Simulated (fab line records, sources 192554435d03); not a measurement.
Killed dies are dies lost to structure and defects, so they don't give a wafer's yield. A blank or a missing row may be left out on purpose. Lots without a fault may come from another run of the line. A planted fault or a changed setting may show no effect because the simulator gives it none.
Problem report in the 8D (eight disciplines) form, filled by code | flow n5_finfet | the parts of the form that need people (team, actions taken, sign-off) are left out

1. THE PROBLEM
etch_rf_on_time_s at N5_MOL_CONTACT_COAG_ETCH_47 reads a mean of 50.8 s on 3 wafers of 3 lots; wafers without a fault read 31.1 s with a standard deviation of 0.45. That is +44 standard deviations from the usual mean.
The step: etches SiNx in CH3F/O2, stops on W, target depth 27 nm.
First seen on wafer L852.2, day 6 12:40, on rie_diel-06. The record holds 19 wafers of 7 lots with a number at this step. Rule for "out", or "out of limits": more than 4 standard deviations from the usual mean. The other wafers with a number count as sound.

2. WHAT IT IS AND WHAT IT IS NOT
question                    | is                     | is not
which readings at this step | etch_rf_on_time_s      | O2_flow_sccm, drypump_motor_current_A, rf_vpp_V, showerhead_plenum_p_Torr, throttle_valve_pct
which lots                  | L852, L853, L854       | L848, L859, L861, L864
which wafers of those lots  | L852.2, L853.4, L854.2 | L852.1, L853.1, L854.3, L854.5
read on which tools         | rie_diel-06            | rie_diel-04, rie_diel-05
when                        | from day 6 12:40       | up to then (4 sound wafers); but 12 sound wafers of L853, L854, L859, L861, L864 came after

3. SUSPECTS, AND WHAT RULES EACH OUT
Counting: a tool at a process step up to the reading stays a suspect if it ran every lot that is out. Sound lots after the first of them don't rule it out here, since some wafers of a struck lot are sound.
- rie_diel-06 at N5_MOL_CONTACT_COAG_ETCHBACK_132 (etches SiO2 in CHF3, target depth 10 nm, time 6.7 s): kept. It ran every lot that is out, first L852 (day 6 12:25); its last sound lot up to then is L848 (day 5 15:35).
- rie_diel-06 at N5_MOL_CONTACT_COAG_ETCH_91 (etches SOC in N2/H2, target depth 60 nm, overetch 21 nm, time 101.2 s): kept. It ran every lot that is out, first L852 (day 6 12:26); its last sound lot up to then is L848 (day 5 15:37).
- rie_diel-06 at N5_MOL_CONTACT_COAG_ETCH_47 (etches SiNx in CH3F/O2, stops on W, target depth 27 nm): kept. It ran every lot that is out, first L852 (day 6 12:40); its last sound lot up to then is L848 (day 5 15:51). Its own readings are out on those wafers: etch_rf_on_time_s.
Left after counting: rie_diel-06 at N5_MOL_CONTACT_COAG_ETCHBACK_132, rie_diel-06 at N5_MOL_CONTACT_COAG_ETCH_91, rie_diel-06 at N5_MOL_CONTACT_COAG_ETCH_47.

4. THE CAUSE (what the simulator had put in)
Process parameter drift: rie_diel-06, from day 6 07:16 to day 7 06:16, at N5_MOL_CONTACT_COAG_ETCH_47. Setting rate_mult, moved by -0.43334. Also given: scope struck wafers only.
Counting left 3 suspects, and this tool is among them.

5. THE CHAIN OF EFFECTS, in route order
Each row: a reading whose mean over the struck wafers that have a number lies more than 3 standard deviations from the usual. Only readings for which the record gives a usual standard deviation are gone through. hours: the time from each lot's start at the first step in this table that gives one to its start at this step, as a median over the lots. sigmas: the change in usual standard deviations.
hours | step                        | reading           | usual  | on struck wafers | change | sigmas
0     | N5_MOL_CONTACT_COAG_ETCH_47 | etch_rf_on_time_s | 31.1 s | 50.8             | +19.7  | +44
The process steps in it:
- N5_MOL_CONTACT_COAG_ETCH_47: etches SiNx in CH3F/O2, stops on W, target depth 27 nm.
Later measuring or inspecting steps at which every struck wafer that the step has a row for has a number for every such reading, and none has moved that far: N5_BEOL_M4_RC_MEAS_101.

6. WHAT WOULD HAVE CAUGHT IT SOONER
In this record the first reading out of limits was taken at day 6 12:40, 5 hours after the fault began at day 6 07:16.
